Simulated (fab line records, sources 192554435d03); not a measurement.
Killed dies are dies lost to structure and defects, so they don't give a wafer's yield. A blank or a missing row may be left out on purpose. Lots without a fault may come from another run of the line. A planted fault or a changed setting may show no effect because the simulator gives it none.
A struck lot beside a sound one | flow n5_finfet | 15 steps out of a route of 1938
Sound: wafers L858.2, L858.4, L858.5. Struck: wafer L865.4. (L865.3 of the same lot was not struck and is left out.) The cause comes at the end.
At each step with rows: each side's tool, then ch and its chambers, then its first start. Under that, the readings that differ: sound wafers | struck wafers | difference of the means | sigmas: that difference in standard deviations of wafers without a fault.
alike: readings whose means differ by less than 2 such deviations, and words and numbers that are the same on both sides. not compared: withheld readings, readings that some wafer has no value for, bounds like >300 that may hide the same value, and numbers for which the record gives no deviation and whose values overlap.
The two part at a step that has a row with sigmas, a row that says differs or no value, or rows on one side only. Numbers that don't overlap but have no deviation are shown without sigmas and don't part them. A reading that every wafer of one side lacks parts them only if that side has two wafers or more.

N5_BEOL_M3_CMP_52: polishes, stops on SiOC, t overpolish 6.8 s, target thk 40 nm.
  sound on cmp-02 ch 1,2, day 10 00:08; struck on cmp-02 ch 0, day 11 13:36
  reading                      | sound             | struck | difference | sigmas
  retaining_ring_pressure_frac | 0.992 1.006 1.002 | 1.012  | +0.012     | +2
  alike: barrier_field_endpoint_s, head_pressure_psi, motor_current_A, overpolish_run_s, time_to_endpoint_s
N5_BEOL_M3_THK_MEAS_53: measures by xrf.
  sound on film_metro-01, day 10 00:25; struck on film_metro-02, day 11 13:52
  alike: M3_THK
then, 1 step without rows for these wafers: N5_BEOL_M3_PRE_CLEAN_60 (time 15 s).
N5_BEOL_M3_CO_CAP_55: material Co, precursor CCTBA/H2, target thk 2 nm, time 102.1 s.
  sound on cvd_co-01 ch 0,1, day 10 00:30; struck on cvd_co-02 ch 1, day 11 13:56
  alike: heater_power_w
  not compared: since_wet_clean_h
then, 1 step without rows for these wafers: N5_BEOL_M3_PRE_CLEAN_56 (time 15 s).
N5_BEOL_M3_DEP_57: deposits SiCN from 3MS/NH3, target thk 8 nm, time 14 s.
  sound on pecvd-04 ch 1,2, day 10 00:37; struck on pecvd-03 ch 2, day 11 14:03
  alike: showerhead_plenum_p_Torr, throttle_valve_pct
  not compared: since_wet_clean_h
N5_BEOL_M3_RS_MEAS_58: measures by four-point-probe.
  sound on film_metro-01, day 10 00:41; struck on film_metro-01, day 11 14:07
  alike: M3_RS
N5_BEOL_M3_INSPECT_59: inspects for defects (darkfield).
  sound on defect_inspect-02, day 10 00:43; struck on defect_inspect-01, day 11 14:09
  alike: raw_defect_count
then, 1 step without rows for these wafers: N5_BEOL_M4_ILD_DEP_00 (deposits SiOC from DEMS/O2, target thk 79 nm, time 15.3 s).
N5_BEOL_M4_THK_MEAS_01:
  sound on film_metro-01, day 10 00:49; struck on film_metro-01, day 11 14:15
  alike: M4_ILD_THK
N5_BEOL_M4_PECVD_72: deposits SiO2 from TEOS/O2, target thk 16 nm, time 18 s.
  sound on pecvd-04 ch 0,2, day 10 00:51; struck on pecvd-03 ch 1, day 11 14:17
  reading            | sound       | struck | difference | sigmas
  heater_power_w (W) | 545 721 555 | 960    | +353       | +3
  alike: showerhead_plenum_p_Torr, throttle_valve_pct
  not compared: since_wet_clean_h
N5_BEOL_M4_HM_DEP_02: deposits TiN, target thk 20 nm.
  sound on pvd_sputter-01, day 10 02:13; struck on pvd_sputter-01, day 11 14:59
  alike: substrate_temp_c, throttle_valve_pct
N5_BEOL_M4_COAT_61: time 60 s, resist thk 60 nm.
  sound on litho_track-05 ch 0, day 10 02:21; struck on litho_track-05 ch 0, day 11 15:07
  reading          | sound          | struck | difference | sigmas
  run_length_s (s) | 65.7 65.8 65.7 | 69.9   | +4.2       | +12
  alike: heater_power_total_W, plate_temp_C, spin_speed_rpm
then, 1 step without rows for these wafers: N5_BEOL_M4_COAT_62 (time 60 s, resist thk 12 nm).
N5_BEOL_M4_RC_MEAS_101:
  sound on prober-02 ch 0, day 10 14:51; struck on prober-01 ch 0, day 12 04:59
  reading        | sound             | struck | difference | sigmas
  DIBL_N (mV/V)  | 33.8 33.3 32.6    | 39.0   | +5.8       | +4
  DIBL_P (mV/V)  | 35.9 35.1 33.9    | 38.8   | +3.8       | +2
  IOFF_N (nA/um) | 0.128 0.130 0.117 | 0.194  | +0.069     | +3
  SS_P (mV/dec)  | 72.7 72.4 72.2    | 73.7   | +1.3       | +2
  VT_N (mV)      | 252.9 253.2 255.6 | 247.8  | -6.1       | -3
  alike: IOFF_P, ION_N, ION_P, SS_N, VT_P

WHERE THEY PART
First at N5_BEOL_M3_CMP_52; last, within this record, at N5_BEOL_M4_RC_MEAS_101.

WHY: what the simulator had put in
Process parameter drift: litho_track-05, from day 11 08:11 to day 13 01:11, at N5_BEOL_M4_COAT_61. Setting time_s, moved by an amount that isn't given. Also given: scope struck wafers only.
